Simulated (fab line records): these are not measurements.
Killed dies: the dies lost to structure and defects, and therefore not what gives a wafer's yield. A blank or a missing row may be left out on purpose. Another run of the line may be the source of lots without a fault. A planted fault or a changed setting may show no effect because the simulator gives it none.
Split-lot experiment | flow n5-finfet | on a route of 1938 steps: 7 lots, 21 wafers read

THE SPLIT
At N5_MOL_CONTACT_COAG_COAT_103 (time 60 s, resist thk 80 nm), the setting spin-rpm was moved away from the recipe's 1500 rpm on 6 of the 21 wafers read, by -8.0% to +3.9%. The other wafers ran this setting at the recipe's value.

The reading is taken at the split's own step.

THE READING
SOC_of_MOL_CONTACT_COAG_COAT_103.thk-nm (the simulator's own value, which no gauge read), in nm, at N5_MOL_CONTACT_COAG_COAT_103 (time 60 s, resist thk 80 nm). No usual value for it is given in the file. The 15 wafers here that ran the recipe average 80.0 nm, standard deviation 0.19 nm.

wafer  | tool, chamber at the split | spin-rpm as run, rpm | against the recipe | SOC_of_MOL_CONTACT_COAG_COAT_103.thk-nm, nm | against lot-mates on the recipe
L075.2 | litho-track-02, 0          | 1500                 | recipe             | 80                                          | -
L075.5 | litho-track-02, 0          | 1558                 | +3.9%              | 78.2                                        | -1.8
L075.6 | litho-track-02, 0          | 1558                 | +3.9%              | 78.2                                        | -1.8
L081.2 | litho-track-05, 0          | 1558                 | +3.9%              | 78.4                                        | -1.6
L081.3 | litho-track-05, 0          | 1500                 | recipe             | 80                                          | -
L081.6 | litho-track-05, 0          | 1558                 | +3.9%              | 78                                          | -2.0
L083.1 | litho-track-02, 0          | 1554                 | +3.6%              | 78.6                                        | -1.3
L083.4 | litho-track-02, 0          | 1500                 | recipe             | 79.8                                        | -
L083.5 | litho-track-02, 0          | 1500                 | recipe             | 80                                          | -
L085.2 | litho-track-03, 0          | 1500                 | recipe             | 79.8                                        | -
L085.5 | litho-track-03, 0          | 1500                 | recipe             | 80                                          | -
L085.6 | litho-track-03, 0          | 1500                 | recipe             | 79.6                                        | -
L087.3 | litho-track-03, 0          | 1500                 | recipe             | 80.4                                        | -
L087.5 | litho-track-03, 0          | 1500                 | recipe             | 80.2                                        | -
L087.6 | litho-track-03, 0          | 1500                 | recipe             | 80.2                                        | -
L094.3 | litho-track-02, 0          | 1500                 | recipe             | 80                                          | -
L094.5 | litho-track-02, 0          | 1380                 | -8.0%              | 83.2                                        | +3.1
L094.6 | litho-track-02, 0          | 1500                 | recipe             | 80.2                                        | -
L095.1 | litho-track-02, 0          | 1500                 | recipe             | 79.8                                        | -
L095.4 | litho-track-02, 0          | 1500                 | recipe             | 80                                          | -
L095.5 | litho-track-02, 0          | 1500                 | recipe             | 80                                          | -

THE FIT
A straight line over all 21 wafers: SOC_of_MOL_CONTACT_COAG_COAT_103.thk-nm changes by -0.425 nm for each +1% of spin-rpm; r = -0.98; the points scatter about the line by 0.2 nm.
The same after taking each lot's own level away (the mean of its wafers on the recipe; 21 wafers): -0.416 nm for each +1%; r = -0.99; scatter 0.16 nm.
That fit puts the effect of the largest move of spin-rpm on the reading at 3.3 nm.
The lots' own levels span 79.80 to 80.27 nm, that is 2.4 times the standard deviation above.
Consequently the slope shifts little with the lot-to-lot level, the two slopes agreeing.
Check: with one of the wafers moved furthest among these (-8.0%) left out of the fit, the line predicts +3.58 nm for it against its lot-mates. It came out at +3.1 nm against them.

OTHER SPLITS APPLIED TO THESE WAFERS
These wafers also went through other splits before the reading. Each is held against what the fit with the lots' levels taken away leaves over:
other split on the same wafers | wafers away from the commonest value | r with SOC_of_MOL_CONTACT_COAG_COAT_103.thk-nm (lot level and that fit taken away)
N5_SD_EPI_P_COAT_35 spin-rpm   | 8                                    | +0.13
N5_SDB_EXPOSE_08 dose-mj       | 4                                    | -0.20
N5_HKMG_FIN_DESCUM_53 time-s   | 6                                    | +0.15

FILE'S OWN FIT
SOC_of_MOL_CONTACT_COAG_COAT_103.thk-nm changes by -0.406 nm for each +1% of spin-rpm, r = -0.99.
